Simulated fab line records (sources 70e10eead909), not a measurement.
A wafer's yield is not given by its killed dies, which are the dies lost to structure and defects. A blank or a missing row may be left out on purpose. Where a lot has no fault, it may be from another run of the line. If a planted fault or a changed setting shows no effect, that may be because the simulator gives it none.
fab line records	flow nandHarc
record lots=5	wafers=13	lastDay=24
route steps=1159 shown A_CHANNEL_HOLE_D1@450 END@1158
lots that met no fault: from a run of the same line without faults
startH: hours from the record's opening day to when the first of the lot's shown wafers began	waitH: hours since the lot's step before	" the same as in the row above	L1.1+2: one row covering several wafers at once	- no value, or no start given	* or withheld: withheld	< > ~ a bound
route shown NAME@n: names a module that has steps shown in the file, with the first one's number in the route	usual: average and standard deviation across the fault-free wafers	same: alike in all rows	chamber/n: place in a boat	sites: the reading at each site	_std_site: standard deviation across them	_edge_site: outer sites' mean less inner sites'	radiusMm: how far each site lies from the wafer's centre	mask NAME#n: copy n	behind: the last tool/chamber to shape the wafer	hold: reason for holding the lot/hours on hold/outcome of the hold	device: the n, p or np transistor that did not switch	end of line: tests of these same wafers at the route's end	a step with no rows: only its recipe	killed: not the wafer's yield, but the dies lost to structure and defects at the first sort	map: a wafer's dies, marking killed ones x, the rest . and places with no die _
set.NAME: the setting as run; set.NAME@STEP: as run at that earlier step	model.NAME: the simulator's own value behind a step, which no gauge read
a table for each step, a row for each wafer; lots at some steps of the route
services: the hour from which a tool's chamber was out of use, counted from the record's first day as startH (under 0 if before that day), plus the number of hours and why
## steps
# step NHARC_A_CHANNEL_HOLE_D1_DEP_00
# recipe targetThkA=31000	tempC=400	material=aC
# step NHARC_A_CHANNEL_HOLE_D1_DEP_01
# recipe targetThkA=1400	targetThkNm=140	tempC=400	pressureTorr=3.5	flowSccm=200	rfW=350	material=SiON
# step NHARC_A_CHANNEL_HOLE_D1_DEHYDRATE_02
# recipe tempC=150	timeS=120
# step NHARC_A_CHANNEL_HOLE_D1_HMDS_03
# recipe timeS=30
# step NHARC_A_CHANNEL_HOLE_D1_COAT_36
# recipe tempC=260	timeS=75
# step NHARC_A_CHANNEL_HOLE_D1_COAT_37
# recipe tempC=225	timeS=65
# step NHARC_A_CHANNEL_HOLE_D1_COAT_04
# recipe spinRpm=1500	resistThkNm=90
# step NHARC_A_CHANNEL_HOLE_D1_SOFTBAKE_05
# recipe tempC=105	timeS=55
# step NHARC_A_CHANNEL_HOLE_D1_EBR_06
# step NHARC_A_CHANNEL_HOLE_D1_EXPOSE_07
# recipe na=1.35	targetCdNm=100	sigmaOuter=0.3	doseMj=59.65	maskId=HOLE_D1
# step NHARC_A_CHANNEL_HOLE_D1_PEB_08
# recipe pebTempC=100	pebTimeS=65
lot.wafer	tool	chamber	startH	waitH
L878.2+5+6	lithoTrack-04	0	192.72	0.1
L882.3+6	lithoTrack-04	0	214.69	0.0
L883.1+6	lithoTrack-04	0	221.85	0.1
L884.3+4+5	lithoTrack-04	0	230.79	0.1
L895.2+3+6	lithoTrack-01	0	293.76	0.1
# step NHARC_A_CHANNEL_HOLE_D1_DEVELOP_09
# recipe developTimeS=35	devTempC=23
# step NHARC_A_CHANNEL_HOLE_D1_CD_MEAS_10
# recipe targetCdNm=100	landingEnergyEv=500
# usual cdNm=100.1/0.36
lot.wafer	tool	chamber	startH	waitH	cdNm
L878.2	cdSem-02	0	192.80	-	100.1
L878.5	"	0	"	"	99.9
L878.6	"	0	"	"	99.9
L882.3	cdSem-03	0	214.77	-	107.5
L882.6	"	0	"	"	100.0
L883.1	cdSem-01	0	221.93	-	108.1
L883.6	"	0	"	"	100.3
L884.3	cdSem-03	0	230.87	-	107.2
L884.4	"	0	"	"	99.9
L884.5	"	0	"	"	99.8
L895.2	cdSem-01	0	293.84	-	99.6
L895.3	"	0	"	"	99.5
L895.6	"	0	"	"	100.1
# step NHARC_A_CHANNEL_HOLE_D1_DESCUM_15
# recipe timeS=3	o2FlowSccm=200	arFlowSccm=0	biasPowerW=0	chemistry=O2
# usual drypumpMotorCurrentA=5.39/0.29	mfcArSccm=0.011/0.011	oesProductAu=0.999/0.0081	rfVppV=57.8/0.88	showerheadPlenumPTorr=1.91/0.08	throttleValvePct=11.311/0.0078
lot.wafer	tool	chamber	startH	waitH	drypumpMotorCurrentA	mfcArSccm	oesProductAu	rfHoursCounterH	rfVppV	showerheadPlenumPTorr	throttleValvePct	model.A_CHANNEL_HOLE_D1.cdNm
L878.2	rieDiel-07	2	192.98	0.1	5.37	0.009	0.990	10	58.3	1.91	11.310	99.33
L878.6	"	2	"	"	5.34	0.009	1.001	-	58.5	1.92	11.311	99.96
L878.5	"	3	"	"	4.91	0	0.990	-	59.0	2.00	11.319	99.53
L882.3	rieDiel-03	3	214.96	0.1	5.48	0.026	0.987	11	59.1	1.98	11.314	107.6
L882.6	"	3	"	"	5.53	0.026	0.999	-	59.5	1.98	11.312	99.95
L883.1	rieDiel-07	1	222.13	0.1	5.62	0	1.004	11	57.7	2.01	11.297	108.2
L883.6	"	2	"	"	5.35	0.009	0.993	-	58.1	1.91	11.319	100.9
L884.4	rieDiel-01	3	231.06	0.1	5.95	0	0.997	6	59.4	1.95	11.313	99.64
L884.3	"	1	"	"	5.34	0	1.008	6	57.2	1.86	11.312	107.8
L884.5	"	2	"	"	4.90	0	0.998	-	58.6	1.95	11.310	99.8
L895.2	rieDiel-01	2	294.03	0.1	4.92	0	1.001	8	57.5	1.95	11.312	99.84
L895.3	"	3	"	"	5.98	0	0.996	11	57.9	1.94	11.322	99.55
L895.6	"	1	"	"	5.31	0	1.002	-	56.9	1.86	11.319	99.66
# step NHARC_A_CHANNEL_HOLE_D1_ETCH_38
# recipe targetDepthA=390	overEtchFrac=0.3	timeS=65	ionEnergyEv=80	cf4FlowSccm=150	arFlowSccm=0	rfW=300	biasW=100	chemistry=CF4
# step NHARC_A_CHANNEL_HOLE_D1_ETCH_39
# recipe targetDepthA=2600	overEtchFrac=0.3	timeS=325	ionEnergyEv=200	n2FlowSccm=150	h2FlowSccm=150	arFlowSccm=0	rfW=400	biasW=150	chemistry=N2/H2
# step NHARC_A_CHANNEL_HOLE_D1_ETCH_34
# recipe targetDepthA=1540	timeS=77	cf4FlowSccm=100	chf3FlowSccm=30	arFlowSccm=0	rfW=500	biasW=200	chemistry=CF4/CHF3
# step NHARC_A_CHANNEL_HOLE_D1_ETCH_16
# recipe targetDepthA=31000	overEtchFrac=0.3	timeS=806	ionEnergyEv=150	o2FlowSccm=400	cosFlowSccm=20	arFlowSccm=0	rfW=500	biasW=300	chemistry=O2/COS
# step NHARC_A_CHANNEL_HOLE_D1_CD_MEAS_18
# usual cdNm=99.1/1.5
lot.wafer	tool	chamber	startH	waitH	cdNm
L878.2	cdSem-02	-	194.11	-	99.4
L878.5	"	-	"	"	98.7
L878.6	"	-	"	"	96.1
L882.3	cdSem-01	-	216.10	-	106.1
L882.6	"	-	"	"	98.8
L883.1	cdSem-02	-	223.25	-	106.6
L883.6	"	-	"	"	102.1
L884.3	cdSem-03	-	232.18	-	105.8
L884.4	"	-	"	"	97.7
L884.5	"	-	"	"	97.4
L895.2	cdSem-01	-	295.14	-	98.7
L895.3	"	-	"	"	99.3
L895.6	"	-	"	"	99.0
# step NHARC_A_CHANNEL_HOLE_D1_ETCH_19
# recipe biasV=1200	sourceW=2500	pressureMtorr=15	timeS=34.5	arFlowSccm=375	c4f8FlowSccm=28.8	o2FlowSccm=96.2	tempC=-20	targetDepthA=*	chemistry=C4F8/O2/Ar
# step NHARC_A_CHANNEL_HOLE_D1_ETCH_20
# recipe biasV=3000	sourceW=withheld	pressureMtorr=20	timeS=361.9	arFlowSccm=375	c4f8FlowSccm=89.3	o2FlowSccm=35.7	tempC=-20	targetDepthA=16000	chemistry=C4F8/O2/Ar
# step NHARC_A_CHANNEL_HOLE_D1_ETCH_21
# recipe biasV=3000	sourceW=withheld	pressureMtorr=20	timeS=514.3	arFlowSccm=375	c4f8FlowSccm=89.3	o2FlowSccm=35.7	tempC=-20	targetDepthA=16000	chemistry=C4F8/O2/Ar
# step NHARC_A_CHANNEL_HOLE_D1_ETCH_22
# recipe biasV=3000	sourceW=withheld	pressureMtorr=20	timeS=666.7	arFlowSccm=375	c4f8FlowSccm=89.3	o2FlowSccm=35.7	tempC=-20	targetDepthA=16000	chemistry=C4F8/O2/Ar
# step NHARC_A_CHANNEL_HOLE_D1_ETCH_23
# recipe biasV=5000	sourceW=withheld	pressureMtorr=20	timeS=819	arFlowSccm=375	c4f8FlowSccm=89.3	o2FlowSccm=35.7	tempC=-20	targetDepthA=16000	chemistry=C4F8/O2/Ar
# step NHARC_A_CHANNEL_HOLE_D1_ETCH_24
# recipe biasV=5000	sourceW=withheld	pressureMtorr=20	timeS=906.2	arFlowSccm=375	c4f8FlowSccm=93.8	o2FlowSccm=31.2	tempC=-20	targetDepthA=15000	chemistry=C4F8/O2/Ar
# step NHARC_A_CHANNEL_HOLE_D1_ETCH_25
# recipe biasV=5000	sourceW=withheld	pressureMtorr=20	timeS=1040.2	arFlowSccm=375	c4f8FlowSccm=93.8	o2FlowSccm=31.2	tempC=-20	targetDepthA=15000	chemistry=C4F8/O2/Ar
# step NHARC_A_CHANNEL_HOLE_D1_ETCH_26
# recipe biasV=300	sourceW=2000	pressureMtorr=30	timeS=224.1	arFlowSccm=375	c4f8FlowSccm=11.4	o2FlowSccm=113.6	tempC=-20	targetDepthA=3000	chemistry=C4F8/O2/Ar
# step NHARC_A_CHANNEL_HOLE_D1_ETCH_33
# recipe biasV=400	sourceW=2000	pressureMtorr=25	timeS=90	arFlowSccm=375	c4f8FlowSccm=41.7	o2FlowSccm=83.3	tempC=-20	targetDepthA=4000	chemistry=C4F8/O2/Ar
# step NHARC_A_CHANNEL_HOLE_D1_STRIP_41
# recipe n2FlowSccm=150	h2FlowSccm=150	arFlowSccm=0	biasW=0	chemistry=N2/H2
# step NHARC_A_CHANNEL_HOLE_D1_STRIP_42
# recipe cf4FlowSccm=100	chf3FlowSccm=30	arFlowSccm=0	biasW=0	chemistry=CF4/CHF3
# step NHARC_A_CHANNEL_HOLE_D1_STRIP_43
# recipe o2FlowSccm=400	cosFlowSccm=20	arFlowSccm=0	biasW=0	chemistry=O2/COS
# step NHARC_A_CHANNEL_HOLE_D1_ETCH_44
# recipe targetDepthA=1400	overetchA=140	timeS=77	ionEnergyEv=100	cf4FlowSccm=80	o2FlowSccm=20	arFlowSccm=0	rfW=300	biasW=100	chemistry=CF4/O2
# usual drypumpMotorCurrentA=5.39/0.28	mfcArSccm=0.014/0.012	oesProductAu=1.000/0.0085	rfVppV=197.6/1.5	showerheadPlenumPTorr=1.32/0.056	throttleValvePct=13.397/0.0094
lot.wafer	tool	chamber	startH	waitH	drypumpMotorCurrentA	mfcArSccm	oesProductAu	rfHoursCounterH	rfVppV	showerheadPlenumPTorr	throttleValvePct	model.A_CHANNEL_HOLE_D1.cdNm
L878.2	rieDiel-03	3	199.06	0.1	5.45	0.026	0.984	10	199.5	1.38	13.392	90.5
L878.5	"	1	"	"	5.71	0.022	1.001	-	194.9	1.25	13.405	89.48
L878.6	"	2	"	"	5.34	0.006	0.993	-	195.6	1.25	13.415	90.52
L882.3	rieDiel-07	3	220.91	0.0	4.90	0	1.002	13	198.1	1.39	13.394	97.97
L882.6	"	0	"	"	5.47	0.013	0.996	-	196.8	1.30	13.396	90.15
L883.1	rieDiel-07	2	228.04	0.1	5.35	0.009	0.991	13	198.5	1.34	13.399	96.81
L883.6	"	2	"	"	5.37	0.009	1.004	-	197.9	1.34	13.399	90.07
L884.4	rieDiel-03	2	237.33	0.4	5.37	0.006	1.009	1	195.3	1.25	13.399	90.36
L884.3	"	3	"	"	5.48	0.026	0.990	1	200.8	1.38	13.387	97.16
L884.5	"	3	"	"	5.45	0.026	0.990	-	199.6	1.38	13.400	89.31
L895.2	rieDiel-07	2	299.93	0.1	5.35	0.009	1.012	6	197.6	1.33	13.400	90.36
L895.3	"	3	"	"	4.91	0	1.002	5	198.9	1.39	13.388	88.7
L895.6	"	1	"	"	5.58	0	0.998	-	198.8	1.40	13.398	89.97
# step NHARC_A_CHANNEL_HOLE_D1_STRIP_27
# recipe o2FlowSccm=500	arFlowSccm=0	biasW=0	chemistry=O2
# step NHARC_A_CHANNEL_HOLE_D1_PRECLEAN_28
# recipe timeS=*	tempC=50	bathAgeMin=0	chemistry=SC1
# step NHARC_A_CHANNEL_HOLE_D1_SRD_29
# step NHARC_A_CHANNEL_HOLE_D1_CD_MEAS_30
# usual cdNm=90.0/0.77
lot.wafer	tool	chamber	startH	waitH	cdNm
L878.2	cdSem-01	-	199.83	-	90.0
L878.5	"	-	"	"	89.4
L878.6	"	-	"	"	90.2
L882.3	cdSem-01	-	221.71	-	98.0
L882.6	"	-	"	"	90.2
L883.1	cdSem-02	-	228.83	-	96.8
L883.6	"	-	"	"	90.1
L884.3	cdSem-01	-	238.13	-	96.9
L884.4	"	-	"	"	90.3
L884.5	"	-	"	"	88.9
L895.2	cdSem-01	-	300.72	-	89.8
L895.3	"	-	"	"	88.3
L895.6	"	-	"	"	89.3
# step NHARC_A_CHANNEL_HOLE_D1_XSEM_31
# recipe landingEnergyEv=35000
# usual botCdNm=74.6/0.95	bowNm=8.61/0.23	tiltDeg=0.08/0.04
lot.wafer	tool	chamber	startH	waitH	botCdNm	bowNm	tiltDeg
L878.2	xsem-02	0	199.94	0.1	75.2	8.59	0.13
L878.5	"	0	"	"	74.1	8.55	0.13
L878.6	"	0	"	"	74.8	8.56	0.13
L882.3	xsem-02	0	221.80	0.1	81.9	8.89	0.06
L882.6	"	0	"	"	75.4	8.90	0.06
L883.1	xsem-01	0	228.91	0.1	80.1	8.48	0.03
L883.6	"	0	"	"	74.4	8.59	0.03
L884.3	xsem-02	0	238.22	0.1	82.4	8.80	0.14
L884.4	"	0	"	"	75.8	8.68	0.14
L884.5	"	0	"	"	74.2	8.66	0.14
L895.2	xsem-02	0	300.82	0.1	73.8	8.73	0.12
L895.3	"	0	"	"	73.8	8.68	0.12
L895.6	"	0	"	"	74.2	8.68	0.12
# step NHARC_END_WLT_00
# usual VT_DECK1_BOTTOM=0.874/0.0063	VT_DECK1_BOTTOM_INNER=0.874/0.0062	VT_DECK1_MEDIAN_NEAR_BOTTOM=0.874/0.0056	VT_DECK1_MEDIAN_NEAR_BOTTOM_INNER=0.876/0.0064	VT_DECK1_MIDDLE=0.888/0.0063	VT_DECK1_MIDDLE_INNER=0.888/0.0067	VT_DECK1_TOP=0.899/0.0064	VT_DECK1_TOP_INNER=0.899/0.0067
lot.wafer	tool	chamber	startH	waitH	VT_DECK1_BOTTOM	VT_DECK1_BOTTOM_INNER	VT_DECK1_MEDIAN_NEAR_BOTTOM	VT_DECK1_MEDIAN_NEAR_BOTTOM_INNER	VT_DECK1_MIDDLE	VT_DECK1_MIDDLE_INNER	VT_DECK1_TOP	VT_DECK1_TOP_INNER
L878.2	prober-02	-	452.46	8.4	0.870	0.867	0.870	0.865	0.896	0.885	0.901	0.891
L878.5	"	-	453.96	9.9	0.870	0.867	0.866	0.863	0.889	0.877	0.892	0.896
L878.6	"	-	"	"	0.879	0.876	0.873	0.870	0.882	0.877	0.902	0.894
L883.1	prober-01	-	479.30	0.0	0.889	0.888	0.879	0.895	0.903	0.901	0.910	0.914
L883.6	"	-	481.82	2.6	0.871	0.867	0.866	0.868	0.887	0.884	0.896	0.901
L884.3	prober-02	-	487.12	1.1	0.898	0.891	0.884	0.886	0.899	0.896	0.911	0.903
L884.4	"	-	"	"	0.876	0.873	0.868	0.874	0.890	0.875	0.898	0.894
L884.5	"	-	"	"	0.868	0.872	0.869	0.867	0.879	0.885	0.895	0.885
L882.3	prober-01	-	488.09	2.0	0.889	0.894	0.894	0.895	0.901	0.905	0.920	0.913
L882.6	"	-	489.57	3.5	0.875	0.880	0.874	0.881	0.887	0.899	0.910	0.904
L895.2	prober-02	-	567.99	5.3	0.888	0.882	0.877	0.888	0.896	0.898	0.912	0.911
L895.3	"	-	"	"	0.884	0.880	0.879	0.881	0.899	0.894	0.907	0.905
L895.6	"	-	570.05	7.4	0.879	0.883	0.880	0.885	0.898	0.896	0.909	0.912
# step NHARC_END_SORT_01
# recipe tempC=25
# usual killedAtArray=29/11	killedAtOther=0.6/0.89	killedAtPeriphery=3.8/2.8	killedDies=33/12	killedOpen=3.5/1.9	killedShort=1.9/1.3
# same grossDies=677
lot.wafer	tool	chamber	startH	waitH	killedAtArray	killedAtOther	killedAtPeriphery	killedDies	killedOpen	killedShort
L878.2	prober-02	0	455.78	2.8	28	0	1	29	3	2
L878.5	prober-02	0	458.23	3.8	26	1	5	32	4	0
L878.6	prober-02	0	459.05	4.1	22	1	4	27	4	2
L884.3	prober-02	0	490.70	3.1	32	0	1	33	1	1
# killed by level:class
L878.2 A_CHANNEL_HOLE_D1:chamberFilmFlake=15 A_CONTACT:chamberFilmFlake=3 A_ONON_D1:geometricParticle:open=1 A_ONON_D1:geometricParticle:short=1 A_STAIRCASE:geometricParticle:short=1 A_CONTACT:geometricParticle:open=1 A_M0:geometricParticle:open=1 P_STI:chamberFilmFlake=1
L878.5 A_CHANNEL_HOLE_D1:chamberFilmFlake=13 P_STI:chamberFilmFlake=4 A_STAIRCASE:chamberFilmFlake=4 A_SGD_CUT:chamberFilmFlake=3 A_CONTACT:geometricParticle:open=2 P_M2:geometricParticle:open=1 A_WL_FILL:geometricParticle:open=1 A_SLIT:chamberFilmFlake=1
L878.6 A_CHANNEL_HOLE_D1:chamberFilmFlake=5 A_STAIRCASE:chamberFilmFlake=5 A_WL_FILL:chamberFilmFlake=3 A_CONTACT:chamberFilmFlake=2 P_CONTACT:geometricParticle:short=1 A_CHANNEL_FILL_D1:geometricParticle:short=1 A_CHANNEL_FILL_D1:geometricParticle:open=1 A_WL_FILL:geometricParticle:open=1
L884.3 A_CHANNEL_HOLE_D1:chamberFilmFlake=20 A_STAIRCASE:chamberFilmFlake=3 A_WL_FILL:chamberFilmFlake=2 A_CONTACT:chamberFilmFlake=2 A_ONON_D1:geometricParticle:open=1 A_CONTACT:geometricParticle:short=1 P_ZERO_WELL:chamberFilmFlake=1 A_CHANNEL_FILL_D1:chamberFilmFlake=1
## services
tool	chamber	startH	hours	kind
rieDiel-01	2	169.09	25.7	repair
rieDiel-01	-	179.47	0.5	repair
rieDiel-07	0	182.73	-	clean
rieDiel-07	1	182.73	-	clean
rieDiel-07	2	182.73	-	clean
rieDiel-07	3	182.73	-	clean
rieDiel-07	3	195.03	1.2	repair
rieDiel-07	0	207.23	-	clean
rieDiel-07	1	207.23	-	clean
rieDiel-07	2	207.23	-	clean
rieDiel-07	3	207.23	-	clean
rieDiel-03	-	215.30	9.0	pm
rieDiel-07	-	228.46	9.0	pm
rieDiel-07	0	228.46	9.0	ventCycle
rieDiel-07	1	228.46	9.0	ventCycle
rieDiel-07	2	228.46	9.0	ventCycle
rieDiel-07	3	228.46	9.0	ventCycle
rieDiel-07	0	237.46	-	clean
rieDiel-07	1	237.46	-	clean
rieDiel-07	2	237.46	-	clean
rieDiel-07	3	237.46	-	clean
rieDiel-07	0	261.96	-	clean
rieDiel-07	1	261.96	-	clean
lithoTrack-01	-	268.00	7.0	pm
## key
firstSign step=NHARC_A_CHANNEL_HOLE_D1_CD_MEAS_10	reading=cdNm	direction=up	sigmas=21	usual=100.1	struck=107.6
effect step=NHARC_A_CHANNEL_HOLE_D1_CD_MEAS_18	reading=cdNm	direction=up	sigmas=4.7	usual=99.1	struck=106.2
effect step=NHARC_A_CHANNEL_HOLE_D1_CD_MEAS_30	reading=cdNm	direction=up	sigmas=9.3	usual=90.0	struck=97.2
effect step=NHARC_A_CHANNEL_HOLE_D1_XSEM_31	reading=botCdNm	direction=up	sigmas=7.2	usual=74.6	struck=81.5
effect step=NHARC_END_WLT_00	reading=VT_DECK1_BOTTOM	direction=up	sigmas=2.8	usual=0.874	struck=0.892
modelEffect step=NHARC_A_CHANNEL_HOLE_D1_DESCUM_15	value=A_CHANNEL_HOLE_D1.cdNm	without=100.2	struck=107.8
modelEffect step=NHARC_A_CHANNEL_HOLE_D1_ETCH_44	value=A_CHANNEL_HOLE_D1.cdNm	without=89.74	struck=97.32
metAt NHARC_A_CHANNEL_HOLE_D1_PEB_08
struckWafers L882.3,L883.1,L884.3
sortLeftOut L882.3,L883.1
testerLeftOut L882,L883,L884
onsetBetween 192.72 214.69
fault kind=processParameterDrift	tool=lithoTrack-04	chamber=-	onsetH=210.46	steps=NHARC_A_CHANNEL_HOLE_D1_PEB_08	channel=pebTimeS	offset=*	shape=step	endH=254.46	scope=struckWafersOnly	actsIn=*	stated=*
# testerLeftOut: of these lots the tester's yield and bins aren't shown, on N5 and GAA mostly nor the transistor test; their killed dies are dies lost to structure and defects alone, not to doping, threshold or leakage, so they don't give the yield
# sortLeftOut: the simulated sort isn't trusted on such a fault, so these wafers' sort isn't shown, and their yield isn't known
